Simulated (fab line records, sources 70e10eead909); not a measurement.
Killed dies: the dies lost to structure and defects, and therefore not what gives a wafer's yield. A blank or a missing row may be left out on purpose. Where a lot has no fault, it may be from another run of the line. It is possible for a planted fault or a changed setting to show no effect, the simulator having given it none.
Which of the tools did it? / flow nand_harc / 33 wafers from 11 lots sampled at 7 of the route's 1302 steps

== WHAT THE GAUGES READ, wafer by wafer ==
NHARC_P_STI_CD_MEAS_16. Usual: cd_nm 199.7 nm, standard deviation 1.9.
lot=L823; measured=day 4 02:54; on=cd_sem-01; cd_nm (nm)=200.0 200.3 198.8; flag=
lot=L824; measured=day 4 12:59; on=cd_sem-01; cd_nm (nm)=204.5 200.4 200.4; flag=
lot=L825; measured=day 4 22:41; on=cd_sem-02; cd_nm (nm)=198.8 196.1 197.3; flag=
lot=L834; measured=day 8 20:10; on=cd_sem-01; cd_nm (nm)=199.4 201.2 199.8; flag=
lot=L835; measured=day 9 02:10; on=cd_sem-02; cd_nm (nm)=197.7 199.2 195.8; flag=
lot=L837; measured=day 9 21:11; on=cd_sem-02; cd_nm (nm)=198.1 201.3 197.7; flag=
lot=L838; measured=day 10 07:38; on=cd_sem-01; cd_nm (nm)=203.2 201.2 203.8; flag=
lot=L839; measured=day 10 18:58; on=cd_sem-01; cd_nm (nm)=196.6 198.7 201.7; flag=
lot=L840; measured=day 11 04:02; on=cd_sem-03; cd_nm (nm)=197.2 198.3 198.0; flag=
lot=L841; measured=day 11 18:20; on=cd_sem-03; cd_nm (nm)=199.8 197.8 198.0; flag=
lot=L843; measured=day 12 09:42; on=cd_sem-01; cd_nm (nm)=201.5 199.2 199.7; flag=

NHARC_P_STI_OCD_MEAS_43. Usual: trench_depth_nm 301.6 nm, standard deviation 2.7; trench_foot_cd_nm 157.9 nm, standard deviation 1.9.
lot=L823; measured=day 4 03:30; on=ocd-02; trench_depth_nm (nm)=303.7 305.9 303.1; trench_foot_cd_nm (nm)=158.0 159.2 156.8; flag=
lot=L824; measured=day 4 13:34; on=ocd-01; trench_depth_nm (nm)=299.5 301.8 299.0; trench_foot_cd_nm (nm)=162.2 158.5 159.6; flag=
lot=L825; measured=day 4 23:16; on=ocd-02; trench_depth_nm (nm)=299.4 301.5 305.2; trench_foot_cd_nm (nm)=156.5 154.4 154.7; flag=
lot=L834; measured=day 8 20:46; on=ocd-01; trench_depth_nm (nm)=298.5 301.4 300.8; trench_foot_cd_nm (nm)=158.1 158.5 158.3; flag=
lot=L835; measured=day 9 02:46; on=ocd-02; trench_depth_nm (nm)=300.7 299.5 299.5; trench_foot_cd_nm (nm)=156.2 157.0 153.8; flag=
lot=L837; measured=day 9 21:46; on=ocd-01; trench_depth_nm (nm)=296.7 302.6 299.0; trench_foot_cd_nm (nm)=157.5 160.2 156.8; flag=
lot=L838; measured=day 10 08:14; on=ocd-01; trench_depth_nm (nm)=305.8 302.4 304.4; trench_foot_cd_nm (nm)=160.8 160.0 160.9; flag=
lot=L839; measured=day 10 19:34; on=ocd-02; trench_depth_nm (nm)=302.5 303.9 301.3; trench_foot_cd_nm (nm)=155.0 156.0 159.5; flag=
lot=L840; measured=day 11 04:37; on=ocd-01; trench_depth_nm (nm)=297.5 300.9 298.6; trench_foot_cd_nm (nm)=155.8 157.2 157.0; flag=
lot=L841; measured=day 11 18:55; on=ocd-02; trench_depth_nm (nm)=302.1 309.6 300.7; trench_foot_cd_nm (nm)=158.2 153.8 157.2; flag=
lot=L843; measured=day 12 10:17; on=ocd-02; trench_depth_nm (nm)=298.3 301.6 299.8; trench_foot_cd_nm (nm)=160.1 156.3 157.9; flag=

NHARC_P_GATE_CD_MEAS_26: target cd 120 nm. Usual: cd_nm 119.9 nm, standard deviation 0.58.
lot=L823; measured=day 6 06:11; on=cd_sem-03; cd_nm (nm)=119.2 119.7 118.9; flag=
lot=L824; measured=day 6 19:56; on=cd_sem-01; cd_nm (nm)=85.7 86.3 86.3; flag=OFF
lot=L825; measured=day 7 04:31; on=cd_sem-03; cd_nm (nm)=119.9 119.3 119.0; flag=
lot=L834; measured=day 11 01:58; on=cd_sem-03; cd_nm (nm)=120.0 119.8 120.1; flag=
lot=L835; measured=day 11 13:25; on=cd_sem-03; cd_nm (nm)=119.8 120.0 120.2; flag=
lot=L837; measured=day 12 04:43; on=cd_sem-02; cd_nm (nm)=120.2 119.4 119.2; flag=
lot=L838; measured=day 12 11:30; on=cd_sem-01; cd_nm (nm)=120.4 120.1 119.8; flag=
lot=L839; measured=day 12 23:32; on=cd_sem-02; cd_nm (nm)=119.4 119.7 120.3; flag=
lot=L840; measured=day 13 04:35; on=cd_sem-01; cd_nm (nm)=119.0 119.6 119.4; flag=
lot=L841; measured=day 14 04:26; on=cd_sem-03; cd_nm (nm)=119.7 119.7 119.9; flag=
lot=L843; measured=day 14 11:17; on=cd_sem-03; cd_nm (nm)=120.6 120.3 120.2; flag=

NHARC_P_GATE_CD_MEAS_33. Usual: cd_nm 119.9 nm, standard deviation 1.8.
lot=L823; measured=day 6 07:10; on=cd_sem-02; cd_nm (nm)=123.8 119.2 118.5; flag=
lot=L824; measured=day 6 20:59; on=cd_sem-03; cd_nm (nm)=89.5 89.1 88.8; flag=OFF
lot=L825; measured=day 7 05:30; on=cd_sem-02; cd_nm (nm)=118.2 119.5 120.7; flag=
lot=L834; measured=day 11 02:59; on=cd_sem-02; cd_nm (nm)=122.2 119.3 120.2; flag=
lot=L835; measured=day 11 14:24; on=cd_sem-03; cd_nm (nm)=120.0 119.4 119.6; flag=
lot=L837; measured=day 12 05:41; on=cd_sem-01; cd_nm (nm)=119.6 120.4 117.7; flag=
lot=L838; measured=day 12 12:29; on=cd_sem-01; cd_nm (nm)=121.6 119.3 123.8; flag=
lot=L839; measured=day 13 00:31; on=cd_sem-02; cd_nm (nm)=121.6 119.9 120.2; flag=
lot=L840; measured=day 13 05:34; on=cd_sem-01; cd_nm (nm)=119.3 120.2 120.6; flag=
lot=L841; measured=day 14 05:25; on=cd_sem-02; cd_nm (nm)=119.6 117.8 120.5; flag=
lot=L843; measured=day 14 12:16; on=cd_sem-03; cd_nm (nm)=121.7 120.3 121.1; flag=

NHARC_END_SORT_01. Usual: killed_at_array 51, standard deviation 17; killed_at_other 1.6, standard deviation 2.1; killed_at_periphery 4, standard deviation 3.2; killed_dies 57, standard deviation 18; killed_open 2.9, standard deviation 1.7; killed_short 2.3, standard deviation 1.3.
lot=L824; measured=day 25 11:40; on=prober-02; killed_at_array=79 88 68; killed_at_other=3 5 2; killed_at_periphery=593 580 605; killed_dies=675 673 675; killed_open=2 2 1; killed_short=3 3 2; flag=OFF
lot=L834; measured=day 30 12:23; on=prober-01; killed_at_array=21 14 21; killed_at_other=1 0 2; killed_at_periphery=5 4 8; killed_dies=27 18 31; killed_open=2 2 2; killed_short=5 2 3; flag=
lot=L835; measured=day 31 07:17; on=prober-01; killed_at_array=52 56 53; killed_at_other=1 0 0; killed_at_periphery=1 8 1; killed_dies=54 64 54; killed_open=2 7 3; killed_short=2 2 1; flag=
lot=L838; measured=day 31 12:51; on=prober-02; killed_at_array=47 53 46; killed_at_other=0 1 0; killed_at_periphery=3 0 4; killed_dies=50 54 50; killed_open=2 3 4; killed_short=4 5 3; flag=
lot=L839; measured=day 32 18:28; on=prober-01; killed_at_array=54 50 49; killed_at_other=6 5 6; killed_at_periphery=3 2 5; killed_dies=63 57 60; killed_open=2 1 3; killed_short=2 3 1; flag=
lot=L841; measured=day 33 13:57; on=prober-02; killed_at_array=36 32 35; killed_at_other=0 0 0; killed_at_periphery=12 9 7; killed_dies=48 41 42; killed_open=2 3 0; killed_short=3 1 1; flag=

== EACH LOT AND THE TOOL THAT RAN IT (in order: tool; ch and the chambers of the sampled wafers; start) ==
lot=L823; NHARC_P_GATE_DESCUM_13=rie_diel-05 ch 2,3, day 5 11:46; NHARC_P_GATE_EXPOSE_23=arfi_scanner-01 ch 0, day 6 06:03
lot=L824; NHARC_P_GATE_DESCUM_13=rie_diel-05 ch 0,1,2, day 6 00:56; NHARC_P_GATE_EXPOSE_23=arfi_scanner-02 ch 0, day 6 19:48
lot=L825; NHARC_P_GATE_DESCUM_13=rie_diel-05 ch 1,3, day 6 13:35; NHARC_P_GATE_EXPOSE_23=arfi_scanner-02 ch 0, day 7 04:23
lot=L834; NHARC_P_GATE_DESCUM_13=rie_diel-02 ch 0,1, day 10 10:18; NHARC_P_GATE_EXPOSE_23=arfi_scanner-01 ch 0, day 11 01:50
lot=L835; NHARC_P_GATE_DESCUM_13=rie_diel-06 ch 0,2,3, day 10 17:02; NHARC_P_GATE_EXPOSE_23=arfi_scanner-03 ch 0, day 11 13:17
lot=L837; NHARC_P_GATE_DESCUM_13=rie_diel-06 ch 0,1,2, day 11 08:20; NHARC_P_GATE_EXPOSE_23=arfi_scanner-03 ch 0, day 12 04:34
lot=L838; NHARC_P_GATE_DESCUM_13=rie_diel-02 ch 2,3, day 11 17:51; NHARC_P_GATE_EXPOSE_23=arfi_scanner-03 ch 0, day 12 11:22
lot=L839; NHARC_P_GATE_DESCUM_13=rie_diel-06 ch 1,2, day 12 09:07; NHARC_P_GATE_EXPOSE_23=arfi_scanner-02 ch 0, day 12 23:23
lot=L840; NHARC_P_GATE_DESCUM_13=rie_diel-05 ch 1,2,3, day 12 14:46; NHARC_P_GATE_EXPOSE_23=arfi_scanner-02 ch 0, day 13 04:26
lot=L841; NHARC_P_GATE_DESCUM_13=rie_diel-02 ch 1,2,3, day 13 08:10; NHARC_P_GATE_EXPOSE_23=arfi_scanner-02 ch 0, day 14 04:17
lot=L843; NHARC_P_GATE_DESCUM_13=rie_diel-05 ch 0,3, day 13 20:28; NHARC_P_GATE_EXPOSE_23=arfi_scanner-03 ch 0, day 14 11:09
- NHARC_P_GATE_DESCUM_13: chemistry O2, time 3 s.
- NHARC_P_GATE_EXPOSE_23: exposes mask P GATE, target cd 120 nm.

== WHAT THE TOOLS THEMSELVES READ (means of the sampled wafers that have a number; where no wafer has one, the mark that the record gives instead) ==
NHARC_P_GATE_DESCUM_13. Usual: drypump_motor_current_A 5.9 A, standard deviation 0.53; o2_flow_sccm 200.0 sccm, standard deviation 0.7; oes_product_au 1.002 a.u., standard deviation 0.0069; rf_vpp_V 57.7 V, standard deviation 0.85; showerhead_plenum_p_Torr 1.91 Torr, standard deviation 0.077; throttle_valve_pct 11.311 %, standard deviation 0.0091.
lot=L823; tool=rie_diel-05; drypump_motor_current_A (A)=6.3; o2_flow_sccm (sccm)=200.1; oes_product_au (a.u.)=1.000; rf_vpp_V (V)=57.7; showerhead_plenum_p_Torr (Torr)=1.91; throttle_valve_pct (%)=11.309; flag=
lot=L824; tool=rie_diel-05; drypump_motor_current_A (A)=5.3; o2_flow_sccm (sccm)=199.6; oes_product_au (a.u.)=1.000; rf_vpp_V (V)=57.9; showerhead_plenum_p_Torr (Torr)=1.89; throttle_valve_pct (%)=11.309; flag=
lot=L825; tool=rie_diel-05; drypump_motor_current_A (A)=6.3; o2_flow_sccm (sccm)=200.1; oes_product_au (a.u.)=0.999; rf_vpp_V (V)=57.3; showerhead_plenum_p_Torr (Torr)=1.87; throttle_valve_pct (%)=11.321; flag=
lot=L834; tool=rie_diel-02; drypump_motor_current_A (A)=5.6; o2_flow_sccm (sccm)=200.5; oes_product_au (a.u.)=0.995; rf_vpp_V (V)=57.4; showerhead_plenum_p_Torr (Torr)=1.91; throttle_valve_pct (%)=11.298; flag=
lot=L835; tool=rie_diel-06; drypump_motor_current_A (A)=6.3; o2_flow_sccm (sccm)=199.2; oes_product_au (a.u.)=1.003; rf_vpp_V (V)=57.4; showerhead_plenum_p_Torr (Torr)=1.86; throttle_valve_pct (%)=11.317; flag=
lot=L837; tool=rie_diel-06; drypump_motor_current_A (A)=6.1; o2_flow_sccm (sccm)=200.4; oes_product_au (a.u.)=1.000; rf_vpp_V (V)=57.1; showerhead_plenum_p_Torr (Torr)=1.91; throttle_valve_pct (%)=11.308; flag=
lot=L838; tool=rie_diel-02; drypump_motor_current_A (A)=6.1; o2_flow_sccm (sccm)=199.8; oes_product_au (a.u.)=1.006; rf_vpp_V (V)=58.1; showerhead_plenum_p_Torr (Torr)=1.99; throttle_valve_pct (%)=11.317; flag=
lot=L839; tool=rie_diel-06; drypump_motor_current_A (A)=6.4; o2_flow_sccm (sccm)=200.4; oes_product_au (a.u.)=1.006; rf_vpp_V (V)=57.3; showerhead_plenum_p_Torr (Torr)=1.85; throttle_valve_pct (%)=11.307; flag=
lot=L840; tool=rie_diel-05; drypump_motor_current_A (A)=5.9; o2_flow_sccm (sccm)=200.2; oes_product_au (a.u.)=1.008; rf_vpp_V (V)=57.7; showerhead_plenum_p_Torr (Torr)=1.90; throttle_valve_pct (%)=11.314; flag=
lot=L841; tool=rie_diel-02; drypump_motor_current_A (A)=5.9; o2_flow_sccm (sccm)=199.8; oes_product_au (a.u.)=0.996; rf_vpp_V (V)=57.6; showerhead_plenum_p_Torr (Torr)=1.93; throttle_valve_pct (%)=11.312; flag=
lot=L843; tool=rie_diel-05; drypump_motor_current_A (A)=5.4; o2_flow_sccm (sccm)=200.6; oes_product_au (a.u.)=0.994; rf_vpp_V (V)=57.2; showerhead_plenum_p_Torr (Torr)=1.85; throttle_valve_pct (%)=11.315; flag=

NHARC_P_GATE_EXPOSE_23. Usual: focus_offset_nm 0.0 nm, standard deviation 0.49.
lot=L823; tool=arfi_scanner-01; focus_offset_nm (nm)=0.1; flag=
lot=L824; tool=arfi_scanner-02; focus_offset_nm (nm)=0.2; flag=
lot=L825; tool=arfi_scanner-02; focus_offset_nm (nm)=0.4; flag=
lot=L834; tool=arfi_scanner-01; focus_offset_nm (nm)=0.5; flag=
lot=L835; tool=arfi_scanner-03; focus_offset_nm (nm)=0.3; flag=
lot=L837; tool=arfi_scanner-03; focus_offset_nm (nm)=-0.6; flag=
lot=L838; tool=arfi_scanner-03; focus_offset_nm (nm)=0.2; flag=
lot=L839; tool=arfi_scanner-02; focus_offset_nm (nm)=0.2; flag=
lot=L840; tool=arfi_scanner-02; focus_offset_nm (nm)=-0.5; flag=
lot=L841; tool=arfi_scanner-02; focus_offset_nm (nm)=-0.0; flag=
lot=L843; tool=arfi_scanner-03; focus_offset_nm (nm)=-0.1; flag=

== THE ANSWER, worked out from the rows above alone ==
Rule: a lot is off if the mean of its wafers that have a number lies more than 3 standard deviations from the usual mean. A lot without any number at a reading at which 4 lots or more have one is off too. Any other lot the step has rows for is counted as sound. Order of review: gauges by route order, followed by the tools' own readings, for which a lot's mean as printed above is used. At the first step where some lot is off, the reading lying furthest off is the one used; lots without a number count as furthest.
Off, at NHARC_P_GATE_CD_MEAS_26 on cd_nm: L824.
A tool fits if, at a process step before that reading, it ran every lot that is off, and no sound lot after the first of them. The gauges at NHARC_P_GATE_CD_MEAS_26 aren't tried: what is off there is off at NHARC_P_GATE_CD_MEAS_33 too, on other tools, and a gauge's error can't cause that. Not one of the candidates tried fits.

== WHAT HAD BEEN PUT IN BY THE SIMULATOR ==
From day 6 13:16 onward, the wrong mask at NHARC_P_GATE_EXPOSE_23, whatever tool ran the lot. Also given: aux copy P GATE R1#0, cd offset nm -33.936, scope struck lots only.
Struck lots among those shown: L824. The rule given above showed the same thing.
